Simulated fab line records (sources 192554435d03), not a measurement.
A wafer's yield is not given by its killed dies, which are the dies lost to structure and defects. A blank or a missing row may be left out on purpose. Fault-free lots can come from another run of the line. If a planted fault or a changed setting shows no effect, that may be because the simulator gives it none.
Code-filled problem report in 8D (eight disciplines) form -- flow n5 finfet -- the parts of the form that need people (team, actions taken, sign-off) are left out

== 1. PROBLEM STATEMENT ==
spin speed rpm at N5_BEOL_M3_COAT_22 reads a mean of 1607.8 rpm on 6 wafers of 2 lots; wafers without a fault read 1499.9 rpm with a standard deviation of 0.93. That is +99 or more standard deviations from the usual mean.
The step: resist thk 30 nm.
Seen first at day 10 06:28 on litho track-05, wafer L577.1. The record has a number at this step for 30 wafers belonging to 10 lots. By rule, "out" or "out of limits" means more than 4 standard deviations away from the usual mean. Any other wafer with a number is counted as sound.

== 2. WHAT IT IS, WHAT IT ISN'T ==
question,is,is not
which readings at this step,spin speed rpm,-
which lots,"L577, L578","L568, L571, L572, L575, L586, L589, L590, L591"
which wafers of those lots,all that have a number,-
read on which tools,litho track-05,"litho track-02, litho track-04"
when,from day 10 06:28,"up to then (12 sound wafers); but 12 sound wafers of L586, L589, L590, L591 came after"

== 3. WHAT RULES OUT EACH SUSPECT ==
Counting: a tool at a process step up to the reading stays a suspect if it ran every lot that is out and no sound lot after the first of them.
- litho track-05 at N5_BEOL_M3_COAT_22 (resist thk 30 nm): ruled out as a lasting fault. The sound lots L591 went through it after L577, its earliest lot that is out (day 10 06:28).
Left after counting: nothing in the record.

== 4. THE CAUSE (what the simulator had put in) ==
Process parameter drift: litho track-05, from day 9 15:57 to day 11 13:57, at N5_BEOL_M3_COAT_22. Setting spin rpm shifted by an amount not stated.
Counting ruled it out, wrongly.

== 5. THE EFFECT CHAIN, in route order ==
Each row: a reading whose mean over the struck wafers that have a number lies more than 3 standard deviations from the usual. Readings are gone through only where the record gives a usual standard deviation; hours: the median, over the lots, of the time from a lot's start at the first step in this table giving one to that lot's start at this step; sigmas: the change measured in usual standard deviations.
hours,step,reading,usual,on struck wafers,change,sigmas
0,N5_BEOL_M3_COAT_22,spin speed rpm,1499.9 rpm,1607.8,+107.9,+99 or more
Here are the process steps it includes:
- N5_BEOL_M3_COAT_22: resist thk 30 nm.
Later measuring or inspecting steps at which every struck wafer that the step has a row for has a number for every such reading, and none has moved that far: N5_BEOL_M3_CD_MEAS_28, N5_BEOL_M4_RC_MEAS_101.

== 6. WHAT WOULD HAVE CAUGHT IT SOONER ==
In this record no reading fell out of limits until day 10 06:28, 15 hours after the fault had begun at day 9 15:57.
